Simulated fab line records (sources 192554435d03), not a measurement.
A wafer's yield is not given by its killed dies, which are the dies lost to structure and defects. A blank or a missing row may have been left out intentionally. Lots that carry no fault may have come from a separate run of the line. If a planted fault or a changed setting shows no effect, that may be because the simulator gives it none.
fab line records | flow n5Finfet | part 2 of 2: steps 27 to 38 of 38
[record] lots = 5 | wafers = 15 | lastDay = 16
route steps=1938 shown PMOS_HMC_CHANNEL_EPI@73 FIN_SAQP@90
lots that met no fault: taken from a fault-free run of the same line
startH: hours from the record's opening day to when the first of the lot's shown wafers began | waitH: how many hours have passed since the lot's step before this one | " same as the row above | L1.1+2: a single row standing in for several wafers | - no value present, or no start provided | * or withheld: withheld | < > ~ a bound
route shown NAME@n: a module of which the file shows steps, and the number in the route of the first | usual: mean/standard deviation of fault-free wafers | same: alike in all rows | chamber/n: place in a boat | sites: readings site by site | _std_site: the standard deviation of these | _edge_site: outer sites' mean less inner sites' | radiusMm: how far each site lies from the wafer's centre | mask NAME#n: copy n | behind: tool/chamber where the wafer was last shaped | hold: what put the lot on hold/how long, in hours/how the hold closed | device: which transistor (n, p or np) failed to switch | end of line: at the end of the route, the tests of the same wafers | where a step has no rows: the recipe by itself | killed: at the first sort, the dies lost to defects and structure; wafer yield is something else | map: dies across one wafer; x = killed, . = not, _ = none there
set.NAME: the run value of the setting; set.NAME@STEP: its run value at that earlier step | model.NAME: the simulator's own value behind a step, which no gauge read
certain route steps with their lots: each step a table, each wafer a row
services: a tool's chamber out of use, with start hour (startH, from the record's first day; less than 0 if before it), hours out, and reason
[[steps]]
[step N5_FIN_SAQP_PECVD_06]
[recipe] material = a-Si | targetThkA = 600 | tempC = 400 | precursor = SiH4/He | pressureTorr = 3 | rfW = 100 | timeS = 48.1
[usual] heaterPowerW = 843/99 | showerheadPlenumPTorr = 5.65/0.042 | throttleValvePct = 17.9/1.1
lot.wafer | tool     | chamber | startH | waitH | heaterPowerW | showerheadPlenumPTorr | throttleValvePct
L075.3    | pecvd-04 | 2       | 27.17  | 0.0   | 1011         | 5.64                  | 16.6
L075.4    | "        | 2       | "      | "     | 1013         | 5.63                  | 16.8
L075.6    | "        | 1       | "      | "     | 1005         | 5.64                  | 17.2
L076.1    | pecvd-02 | 0       | 32.67  | 0.0   | 882          | 5.58                  | 17.9
L076.3    | "        | 2       | "      | "     | 749          | 5.62                  | 18.7
L076.6    | "        | 0       | "      | "     | 895          | 5.60                  | 18.1
L078.2    | pecvd-04 | 2       | 45.59  | 0.0   | 987          | 5.63                  | 16.6
L078.3    | "        | 1       | "      | "     | 816          | 5.63                  | 17.0
L078.6    | "        | 2       | "      | "     | 979          | 5.64                  | 16.4
L089.3    | pecvd-02 | 1       | 110.83 | 0.0   | 741          | 5.73                  | 19.2
L089.5    | "        | 1       | "      | "     | 760          | 5.74                  | 19.4
L089.6    | "        | 0       | "      | "     | 772          | 5.59                  | 18.1
L095.4    | pecvd-02 | 2       | 147.72 | 0.0   | 827          | 5.61                  | 18.7
L095.5    | "        | 0       | "      | "     | 890          | 5.60                  | 18.4
L095.6    | "        | 1       | "      | "     | 807          | 5.74                  | 19.2
[step N5_FIN_SAQP_THK_MEAS_07]
[usual] thkNm = 60.0/0.84
lot.wafer | tool         | chamber | startH | waitH | thkNm
L075.3    | filmMetro-01 | -       | 27.26  | 0.1   | 60.3
L075.4    | "            | -       | "      | "     | 60.7
L075.6    | "            | -       | "      | "     | 60.8
L076.1    | filmMetro-01 | -       | 32.76  | 0.1   | 60.0
L076.3    | "            | -       | "      | "     | 59.8
L076.6    | "            | -       | "      | "     | 60.9
L078.2    | filmMetro-01 | -       | 45.68  | 0.1   | 60.3
L078.3    | "            | -       | "      | "     | 59.8
L078.6    | "            | -       | "      | "     | 60.6
L089.3    | filmMetro-02 | -       | 110.92 | 0.1   | 59.5
L089.5    | "            | -       | "      | "     | 61.6
L089.6    | "            | -       | "      | "     | 61.3
L095.4    | filmMetro-01 | -       | 147.80 | 0.0   | 60.7
L095.5    | "            | -       | "      | "     | 61.3
L095.6    | "            | -       | "      | "     | 60.2
[step N5_FIN_SAQP_HM_DEP_72]
[recipe] material = SiO2 | targetThkA = 120 | tempC = 400 | precursor = SiH4/N2O | pressureTorr = 0.75 | rfW = 275 | timeS = 7.2
[usual] heaterPowerW = 773/91 | showerheadPlenumPTorr = 8.10/0.14
lot.wafer | tool     | chamber | startH | waitH | heaterPowerW | showerheadPlenumPTorr
L075.3    | pecvd-04 | 1       | 27.30  | 0.0   | 760          | 8.06
L075.4    | "        | 2       | "      | "     | 940          | 8.06
L075.6    | "        | 1       | "      | "     | 772          | 8.06
L076.1    | pecvd-04 | 0       | 32.79  | 0.0   | 715          | 8.02
L076.3    | "        | 2       | "      | "     | 838          | 8.06
L076.6    | "        | 1       | "      | "     | 879          | 8.08
L078.2    | pecvd-02 | 2       | 45.71  | 0.0   | 730          | 8.00
L078.3    | "        | 0       | "      | "     | 773          | 7.94
L078.6    | "        | 1       | "      | "     | 713          | 8.33
L089.3    | pecvd-04 | 2       | 110.96 | 0.0   | 961          | 8.07
L089.5    | "        | 1       | "      | "     | 896          | 8.07
L089.6    | "        | 0       | "      | "     | 678          | 8.03
L095.4    | pecvd-02 | 2       | 147.86 | 0.1   | 723          | 7.98
L095.5    | "        | 0       | "      | "     | 840          | 7.93
L095.6    | "        | 1       | "      | "     | 751          | 8.34
[step N5_FIN_SAQP_COAT_49]
[recipe] resist = SOC | tempC = 250 | timeS = 60 | spinRpm = 1500 | resistThkNm = 100
[usual] exhaustPa = 44.9/0.93
lot.wafer | tool          | chamber | startH | waitH | exhaustPa
L075.3    | lithoTrack-01 | 0       | 27.37  | 0.1   | 43.7
L075.4    | "             | 0       | "      | "     | 44.7
L075.6    | "             | 0       | "      | "     | 45.2
L076.1    | lithoTrack-05 | 0       | 32.87  | 0.1   | 45.0
L076.3    | "             | 0       | "      | "     | 44.0
L076.6    | "             | 0       | "      | "     | 45.5
L078.2    | lithoTrack-03 | 0       | 45.79  | 0.1   | 44.4
L078.3    | "             | 0       | "      | "     | 44.3
L078.6    | "             | 0       | "      | "     | 45.4
L089.3    | lithoTrack-05 | 0       | 111.03 | 0.1   | 44.2
L089.5    | "             | 0       | "      | "     | 43.8
L089.6    | "             | 0       | "      | "     | 45.0
L095.4    | lithoTrack-01 | 0       | 147.92 | 0.0   | 43.0
L095.5    | "             | 0       | "      | "     | 45.5
L095.6    | "             | 0       | "      | "     | 45.2
[step N5_FIN_SAQP_COAT_50]
[recipe] resist = SiARC | tempC = 220 | timeS = 60 | spinRpm = 1500 | resistThkNm = 35
[usual] exhaustPa = 45.0/0.9
lot.wafer | tool          | chamber | startH | waitH | exhaustPa
L075.3    | lithoTrack-01 | 0       | -      | -     | 45.2
L075.4    | "             | 0       | "      | "     | 45.0
L075.6    | "             | 0       | "      | "     | 44.8
L076.1    | lithoTrack-05 | 0       | -      | -     | 44.4
L076.3    | "             | 0       | "      | "     | 45.0
L076.6    | "             | 0       | "      | "     | 45.0
L078.2    | lithoTrack-03 | 0       | -      | -     | 43.6
L078.3    | "             | 0       | "      | "     | 45.0
L078.6    | "             | 0       | "      | "     | 45.5
L089.3    | lithoTrack-05 | 0       | -      | -     | 44.7
L089.5    | "             | 0       | "      | "     | 44.6
L089.6    | "             | 0       | "      | "     | 44.9
L095.4    | lithoTrack-01 | 0       | -      | -     | 44.5
L095.5    | "             | 0       | "      | "     | 44.1
L095.6    | "             | 0       | "      | "     | 44.7
[step N5_FIN_SAQP_COAT_10]
[recipe] resist = CAR-ArF | spinRpm = 1500 | resistThkNm = 90
[usual] exhaustPa = 44.8/0.77
lot.wafer | tool          | chamber | startH | waitH | exhaustPa
L075.3    | lithoTrack-01 | 0       | -      | -     | 44.8
L075.4    | "             | 0       | "      | "     | 45.2
L075.6    | "             | 0       | "      | "     | 44.8
L076.1    | lithoTrack-05 | 0       | -      | -     | 43.7
L076.3    | "             | 0       | "      | "     | 45.0
L076.6    | "             | 0       | "      | "     | 44.4
L078.2    | lithoTrack-03 | 0       | -      | -     | 44.3
L078.3    | "             | 0       | "      | "     | 44.7
L078.6    | "             | 0       | "      | "     | 46.2
L089.3    | lithoTrack-05 | 0       | -      | -     | 43.3
L089.5    | "             | 0       | "      | "     | 44.4
L089.6    | "             | 0       | "      | "     | 45.1
L095.4    | lithoTrack-01 | 0       | -      | -     | 43.3
L095.5    | "             | 0       | "      | "     | 44.4
L095.6    | "             | 0       | "      | "     | 44.5
[step N5_FIN_SAQP_EBR_12]
[recipe] solvent = PGMEA | ebrWidthMm = 1.5
[usual] exhaustPa = 45.1/0.76
lot.wafer | tool          | chamber | startH | waitH | exhaustPa
L075.3    | lithoTrack-01 | 0       | -      | -     | 44.4
L075.4    | "             | 0       | "      | "     | 45.3
L075.6    | "             | 0       | "      | "     | 44.6
L076.1    | lithoTrack-05 | 0       | -      | -     | 44.5
L076.3    | "             | 0       | "      | "     | 45.7
L076.6    | "             | 0       | "      | "     | 45.3
L078.2    | lithoTrack-03 | 0       | -      | -     | 46.6
L078.3    | "             | 0       | "      | "     | 45.4
L078.6    | "             | 0       | "      | "     | 46.3
L089.3    | lithoTrack-05 | 0       | -      | -     | 45.6
L089.5    | "             | 0       | "      | "     | 45.9
L089.6    | "             | 0       | "      | "     | 45.0
L095.4    | lithoTrack-01 | 0       | -      | -     | 45.5
L095.5    | "             | 0       | "      | "     | 44.8
L095.6    | "             | 0       | "      | "     | 44.3
[step N5_FIN_SAQP_SOFTBAKE_11]
[recipe] tempC = 110 | timeS = 60 | resist = CAR-ArF
[usual] exhaustPa = 45.2/0.98
lot.wafer | tool          | chamber | startH | waitH | exhaustPa
L075.3    | lithoTrack-01 | 0       | -      | -     | 43.5
L075.4    | "             | 0       | "      | "     | 45.1
L075.6    | "             | 0       | "      | "     | 45.6
L076.1    | lithoTrack-05 | 0       | -      | -     | 44.4
L076.3    | "             | 0       | "      | "     | 46.0
L076.6    | "             | 0       | "      | "     | 45.1
L078.2    | lithoTrack-03 | 0       | -      | -     | 46.8
L078.3    | "             | 0       | "      | "     | 46.7
L078.6    | "             | 0       | "      | "     | 46.6
L089.3    | lithoTrack-05 | 0       | -      | -     | 44.6
L089.5    | "             | 0       | "      | "     | 46.5
L089.6    | "             | 0       | "      | "     | 45.8
L095.4    | lithoTrack-01 | 0       | -      | -     | 45.9
L095.5    | "             | 0       | "      | "     | 47.0
L095.6    | "             | 0       | "      | "     | 46.7
[step N5_FIN_SAQP_EXPOSE_13]
[recipe] maskId = FIN_CORE | na = 1.35 | sourceShape = dipole | sigmaInner = 0.538 | sigmaOuter = 0.738 | polarization = te | targetCdNm = 35.6 | doseMj = 63.25
lot.wafer  | tool           | chamber | startH | waitH | mask
L075.3+4+6 | arfiScanner-01 | 0       | 27.63  | -     | FIN_CORE#0
L076.1+3+6 | arfiScanner-01 | 0       | 32.99  | -     | FIN_CORE#0
L078.2+3+6 | arfiScanner-01 | 0       | 46.04  | -     | FIN_CORE#0
L089.3+5+6 | arfiScanner-03 | 0       | 111.29 | -     | FIN_CORE#0
L095.4+5+6 | arfiScanner-02 | 0       | 148.18 | -     | FIN_CORE#0
[step N5_FIN_SAQP_PEB_14]
[recipe] pebTempC = withheld | pebTimeS = 60 | resist = CAR-ArF
[usual] exhaustPa = 44.9/0.94
lot.wafer | tool          | chamber | startH | waitH | exhaustPa
L075.3    | lithoTrack-05 | 0       | 27.68  | 0.0   | 44.3
L075.4    | "             | 0       | "      | "     | 45.5
L075.6    | "             | 0       | "      | "     | 45.5
L076.1    | lithoTrack-03 | 0       | 33.05  | 0.1   | 43.1
L076.3    | "             | 0       | "      | "     | 44.2
L076.6    | "             | 0       | "      | "     | 43.3
L078.2    | lithoTrack-05 | 0       | 46.09  | 0.0   | 46.7
L078.3    | "             | 0       | "      | "     | 44.1
L078.6    | "             | 0       | "      | "     | 44.9
L089.3    | lithoTrack-03 | 0       | 111.34 | 0.0   | 44.9
L089.5    | "             | 0       | "      | "     | 45.5
L089.6    | "             | 0       | "      | "     | 45.8
L095.4    | lithoTrack-01 | 0       | 148.22 | 0.0   | 44.1
L095.5    | "             | 0       | "      | "     | 45.3
L095.6    | "             | 0       | "      | "     | 45.7
[step N5_FIN_SAQP_DEVELOP_15]
[recipe] developTimeS = 30 | developer = TMAH | resist = CAR-ArF | devTempC = 23 | rinseLiquid = diw | dry = airSpin
[usual] exhaustPa = 45.2/0.78
lot.wafer | tool          | chamber | startH | waitH | exhaustPa
L075.3    | lithoTrack-05 | 0       | -      | -     | 46.0
L075.4    | "             | 0       | "      | "     | 44.2
L075.6    | "             | 0       | "      | "     | 45.9
L076.1    | lithoTrack-03 | 0       | -      | -     | 45.0
L076.3    | "             | 0       | "      | "     | 45.8
L076.6    | "             | 0       | "      | "     | 45.3
L078.2    | lithoTrack-05 | 0       | -      | -     | 44.8
L078.3    | "             | 0       | "      | "     | 44.2
L078.6    | "             | 0       | "      | "     | 45.4
L089.3    | lithoTrack-03 | 0       | -      | -     | 45.0
L089.5    | "             | 0       | "      | "     | 44.7
L089.6    | "             | 0       | "      | "     | 45.6
L095.4    | lithoTrack-01 | 0       | -      | -     | 44.7
L095.5    | "             | 0       | "      | "     | 45.0
L095.6    | "             | 0       | "      | "     | 46.5
[step N5_FIN_SAQP_CD_MEAS_16]
[recipe] targetCdNm = 35.6 | landingEnergyEv = 500 | detector = seInlens
[usual] cdNm = 35.51/0.26
[same] landingEnergyEv = 500
lot.wafer | tool     | chamber | startH | waitH | cdNm
L075.3    | cdSem-03 | 0       | 27.75  | -     | 35.58
L075.4    | "        | 0       | "      | "     | 35.40
L075.6    | "        | 0       | "      | "     | 35.03
L076.1    | cdSem-03 | 0       | 33.12  | -     | 35.60
L076.3    | "        | 0       | "      | "     | 35.34
L076.6    | "        | 0       | "      | "     | 35.76
L078.2    | cdSem-03 | 0       | 46.16  | -     | 35.04
L078.3    | "        | 0       | "      | "     | 35.28
L078.6    | "        | 0       | "      | "     | 35.11
L089.3    | cdSem-02 | 0       | 111.41 | -     | 34.92
L089.5    | "        | 0       | "      | "     | 35.90
L089.6    | "        | 0       | "      | "     | 35.75
L095.4    | cdSem-03 | 0       | 148.30 | -     | 35.36
L095.5    | "        | 0       | "      | "     | 35.93
L095.6    | "        | 0       | "      | "     | 35.52
[[services]]
tool           | chamber | startH | hours | kind
pecvd-03       | 1       | 1.56   | 27.8  | repair
arfiScanner-01 | -       | 3.26   | 1.0   | pm
arfiScanner-01 | -       | 5.05   | 0.9   | repair
pecvd-04       | -       | 5.51   | 2.6   | repair
rtpAnneal-01   | -       | 15.26  | 1.5   | pm
arfiScanner-01 | -       | 16.01  | 3.0   | pm
arfiScanner-01 | -       | 19.01  | 1.3   | pm
arfiScanner-01 | -       | 23.11  | 2.7   | repair
epiRpcvd-03    | -       | 23.58  | 6.0   | pm
rieSi-01       | -       | 28.92  | 0.3   | repair
arfiScanner-01 | -       | 39.33  | 1.0   | pm
arfiScanner-01 | -       | 40.49  | 0.8   | pm
rieSi-01       | 0       | 43.03  | 8.7   | repair
rieSi-01       | 3       | 43.63  | 6.1   | repair
arfiScanner-01 | -       | 47.67  | 120.0 | pm
rieSi-05       | -       | 50.45  | 2.0   | repair
epiRpcvd-02    | -       | 66.03  | 1.7   | repair
rieSi-05       | 0       | 69.11  | 4.8   | repair
pecvd-02       | -       | 71.35  | 0.6   | repair
pecvd-03       | -       | 79.37  | 2.8   | repair
wetBench-03    | -       | 80.09  | 1.6   | repair
pecvd-04       | 0       | 91.93  | 6.3   | repair
epiRpcvd-04    | -       | 126.45 | 8.1   | pm
pecvd-04       | -       | 147.46 | 1.8   | repair
